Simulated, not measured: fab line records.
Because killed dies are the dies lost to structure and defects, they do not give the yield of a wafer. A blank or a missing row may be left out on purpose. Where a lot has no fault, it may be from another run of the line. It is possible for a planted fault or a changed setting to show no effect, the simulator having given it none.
The tool behind it: which one? -- flow n5-finfet -- 24 lots with 72 wafers sampled at 4 steps, on a route of 1938 steps

## WHAT THE GAUGES SHOWED, per wafer
N5_BEOL_M5_INSPECT_30: inspects for defects (brightfield).
lot,measured,on,raw-defect-count
L074,day 8 01:01,defect-inspect-02,328 366 293
L075,day 8 10:01,defect-inspect-02,465 384 457
L076,day 8 17:10,defect-inspect-02,325 356 373
L077,day 8 17:22,defect-inspect-02,476 533 510
L078,day 8 23:16,defect-inspect-01,491 398 461
L079,day 9 05:45,defect-inspect-02,342 307 250
L080,day 9 08:13,defect-inspect-01,451 429 550
L082,day 9 21:38,defect-inspect-02,530 474 502
L081,day 10 01:31,defect-inspect-02,453 544 327
L083,day 10 06:25,defect-inspect-01,628 596 481
L084,day 10 12:36,defect-inspect-02,359 364 492
L086,day 10 16:15,defect-inspect-02,573 405 515
L087,day 11 10:07,defect-inspect-02,366 450 291
L085,day 11 10:00,defect-inspect-01,554 475 408
L088,day 11 12:53,defect-inspect-01,416 316 400
L089,day 11 13:14,defect-inspect-02,289 377 312
L090,day 12 06:50,defect-inspect-02,344 496 470
L091,day 12 12:34,defect-inspect-01,467 483 483
L092,day 12 17:46,defect-inspect-02,447 550 432
L093,day 12 19:50,defect-inspect-01,392 416 435
L094,day 13 01:41,defect-inspect-01,557 594 463
L095,day 13 08:09,defect-inspect-01,473 452 403
L096,day 13 16:48,defect-inspect-02,502 656 494
L097,day 13 17:08,defect-inspect-01,444 486 497

N5_BEOL_M5_OCD_MEAS_38.
lot,measured,on,trench-depth-nm (nm)
L074,day 8 01:29,ocd-02,74.1 71.9 71.1
L075,day 8 10:28,ocd-01,74.7 74.6 72.2
L076,day 8 17:37,ocd-02,70.1 69.4 70.7
L077,day 8 17:49,ocd-01,72.9 72.8 71.2
L078,day 8 23:44,ocd-02,73.7 71.8 71.8
L079,day 9 06:12,ocd-01,71.6 74.4 74.4
L080,day 9 08:50,ocd-02,71.2 71.3 72.3
L082,day 9 22:05,ocd-02,74.1 70.3 70.5
L081,day 10 01:58,ocd-02,68.1 68.5 71.1
L083,day 10 07:22,ocd-01,72.3 72.9 73.9
L084,day 10 13:05,ocd-01,70.6 73.5 73.5
L086,day 10 16:42,ocd-01,74.6 70.9 72.2
L087,day 11 10:50,ocd-02,72.1 72.9 73.5
L085,day 11 10:36,ocd-02,70.0 70.8 69.0
L088,day 11 13:40,ocd-01,71.4 69.1 69.8
L089,day 11 13:45,ocd-01,74.6 70.1 71.3
L090,day 12 07:18,ocd-01,73.5 71.4 71.6
L091,day 12 13:01,ocd-02,72.3 69.0 71.9
L092,day 12 18:18,ocd-02,71.6 71.4 71.8
L093,day 12 20:31,ocd-02,70.7 72.0 71.9
L094,day 13 02:13,ocd-01,72.9 69.2 69.7
L095,day 13 08:53,ocd-02,72.2 70.9 71.4
L096,day 13 17:18,ocd-02,74.1 71.6 74.8
L097,day 13 17:35,ocd-02,70.5 72.4 68.7

## WHAT TOOL EACH LOT RAN ON (gives the tool, then ch and the chambers of the sampled wafers, and finally the start)
lot,N5_BEOL_M5_DESCUM_16,N5_BEOL_M5_HM_OPEN_17
L074,"rie-diel-05 ch 0,2,3, day 7 23:16","rie-metal-02 ch 0,1, day 7 23:30"
L075,"rie-diel-05 ch 1,3, day 8 06:57","rie-metal-02 ch 0, day 8 07:12"
L076,"rie-diel-06 ch 0,1,2, day 8 16:13","rie-metal-02 ch 0,1, day 8 16:28"
L077,"rie-diel-06 ch 0,2,3, day 8 16:28","rie-metal-02 ch 0,1, day 8 16:43"
L078,"rie-diel-03 ch 0,2,3, day 8 21:02","rie-metal-02 ch 0,1, day 8 21:17"
L079,"rie-diel-05 ch 0,2,3, day 9 03:17","rie-metal-01 ch 0,1, day 9 03:32"
L080,"rie-diel-06 ch 0,2, day 9 07:17","rie-metal-03 ch 0,1, day 9 07:32"
L082,"rie-diel-05 ch 1,3, day 9 20:41","rie-metal-03 ch 0,1, day 9 20:55"
L081,"rie-diel-03 ch 0,1,3, day 9 22:44","rie-metal-01 ch 0,1, day 9 22:59"
L083,"rie-diel-03 ch 1,3, day 10 05:10","rie-metal-01 ch 0,1, day 10 05:27"
L084,"rie-diel-05 ch 0,1,3, day 10 10:40","rie-metal-03 ch 0,1, day 10 10:55"
L086,"rie-diel-05 ch 0,3, day 10 14:03","rie-metal-02 ch 0,1, day 10 14:18"
L087,"rie-diel-03 ch 0,1,3, day 11 04:42","rie-metal-01 ch 0,1, day 11 04:58"
L085,"rie-diel-06 ch 1,2, day 11 05:14","rie-metal-01 ch 0,1, day 11 05:29"
L088,"rie-diel-06 ch 0,1, day 11 11:38","rie-metal-01 ch 0,1, day 11 11:53"
L089,"rie-diel-06 ch 0,1, day 11 12:09","rie-metal-01 ch 0,1, day 11 12:24"
L090,"rie-diel-03 ch 0,2,3, day 12 05:50","rie-metal-01 ch 0,1, day 12 06:06"
L091,"rie-diel-03 ch 1,2, day 12 11:20","rie-metal-03 ch 0,1, day 12 11:35"
L092,"rie-diel-05 ch 0,1,3, day 12 16:53","rie-metal-01 ch 0,1, day 12 17:08"
L093,"rie-diel-06 ch 1,2,3, day 12 18:59","rie-metal-01 ch 0,1, day 12 19:14"
L094,"rie-diel-06 ch 2,3, day 12 21:57","rie-metal-03 ch 0,1, day 12 22:13"
L095,"rie-diel-05 ch 0,1,3, day 13 06:54","rie-metal-03 ch 0,1, day 13 07:09"
L096,"rie-diel-05 ch 0,2,3, day 13 15:55","rie-metal-02 ch 0,1, day 13 16:10"
L097,"rie-diel-05 ch 1,2,3, day 13 16:11","rie-metal-01 ch 0,1, day 13 16:27"
- N5_BEOL_M5_DESCUM_16: chemistry O2, time 7 s.
- N5_BEOL_M5_HM_OPEN_17: chemistry Cl2/BCl3, target TiN, target depth 20 nm, overetch 6 nm.

## AS READ BY THE TOOLS THEMSELVES (means over the sampled wafers that have a number; for cases with no such wafer, the mark the record gives instead)
N5_BEOL_M5_DESCUM_16.
lot,tool,drypump-motor-current-A (A),o2-flow-sccm (sccm),oes-product-au (a.u.),rf-vpp-V (V),showerhead-plenum-p-Torr (Torr),throttle-valve-pct (%)
L074,rie-diel-05,5.84,225.1,0.85,243.5,2.12,20.45
L075,rie-diel-05,5.99,224.8,0.86,244.9,2.17,20.32
L076,rie-diel-06,5.76,225.3,0.72,243.5,2.12,20.59
L077,rie-diel-06,5.70,224.9,0.77,243.7,2.10,20.61
L078,rie-diel-03,5.38,225.5,0.79,244.0,2.13,20.43
L079,rie-diel-05,5.85,224.9,0.84,243.3,2.11,20.47
L080,rie-diel-06,5.73,225.3,0.71,243.1,2.09,20.63
L082,rie-diel-05,5.86,224.9,0.78,244.0,2.12,20.17
L081,rie-diel-03,5.60,225.3,0.71,242.3,2.04,20.53
L083,rie-diel-03,5.90,225.3,0.70,242.3,2.02,20.58
L084,rie-diel-05,5.91,225.2,0.79,244.2,2.10,20.41
L086,rie-diel-05,5.93,224.6,0.79,241.8,2.08,20.65
L087,rie-diel-03,5.61,225.2,0.70,242.3,2.03,20.55
L085,rie-diel-06,5.78,224.4,0.71,244.3,2.15,20.59
L088,rie-diel-06,5.84,225.3,0.72,243.2,2.11,20.70
L089,rie-diel-06,5.85,224.6,0.71,244.5,2.11,20.70
L090,rie-diel-03,5.40,225.3,0.75,243.2,2.12,20.45
L091,rie-diel-03,5.76,225.7,0.81,244.3,2.16,20.49
L092,rie-diel-05,5.88,225.0,0.76,243.9,2.09,20.44
L093,rie-diel-06,5.74,225.1,0.74,242.8,2.13,20.64
L094,rie-diel-06,5.60,225.5,0.74,242.2,2.09,20.57
L095,rie-diel-05,5.88,226.3,0.76,243.4,2.09,20.45
L096,rie-diel-05,5.85,224.7,0.80,244.7,2.11,20.51
L097,rie-diel-05,5.80,224.8,0.79,244.6,2.13,20.29

N5_BEOL_M5_HM_OPEN_17.
lot,tool,drypump-motor-current-A (A),mfc-ar-sccm (sccm),oes-product-au (a.u.),throttle-valve-pct (%)
L074,rie-metal-02,5.45,24.86,0.70,22.39
L075,rie-metal-02,5.64,25.03,0.65,22.36
L076,rie-metal-02,5.26,24.96,0.75,22.42
L077,rie-metal-02,5.25,25.00,0.75,22.43
L078,rie-metal-02,5.26,25.08,0.75,22.41
L079,rie-metal-01,5.39,24.92,0.67,22.14
L080,rie-metal-03,5.73,24.95,0.75,22.35
L082,rie-metal-03,5.57,25.06,0.71,22.28
L081,rie-metal-01,5.38,24.97,0.66,22.15
L083,rie-metal-01,5.41,24.98,0.61,22.39
L084,rie-metal-03,5.60,24.97,0.70,22.28
L086,rie-metal-02,5.45,25.07,0.68,22.40
L087,rie-metal-01,5.36,24.96,0.65,22.14
L085,rie-metal-01,5.40,25.07,0.62,22.37
L088,rie-metal-01,5.39,25.06,0.65,22.15
L089,rie-metal-01,5.37,25.11,0.66,22.14
L090,rie-metal-01,5.37,25.03,0.66,22.13
L091,rie-metal-03,5.70,25.05,0.72,22.34
L092,rie-metal-01,5.36,25.02,0.65,22.14
L093,rie-metal-01,5.39,25.05,0.65,22.15
L094,rie-metal-03,5.57,24.88,0.68,22.31
L095,rie-metal-03,5.72,25.05,0.70,22.36
L096,rie-metal-02,5.43,25.01,0.66,22.43
L097,rie-metal-01,5.42,24.99,0.60,22.40

## THE ANSWER, worked out from the rows above alone
Rule: the usual values come from the lots themselves. Put in order of their means at a reading, lots are off if they are a third of the lots or fewer, leave a main group of 4 or more, and stand apart from it by a gap of 3 or more times the standard deviation of the main group's means; of several such gaps the widest counts. A main group whose means are all the same, to the digits that the tables above print for the reading, isn't used. Also off: a lot with no number at a reading for which 4 or more lots have one. Where the step has rows for the other lots, those lots are counted as sound. Order of review: gauges by route order, followed by the tools' own readings, for which a lot's mean as printed above is used. The first step at which some lot is off is used, and at that step the reading that is off furthest; a lot without a number counts as furthest.
No lot is off at any reading shown: from this, nothing can be told.

## WHAT HAD BEEN PUT IN BY THE SIMULATOR
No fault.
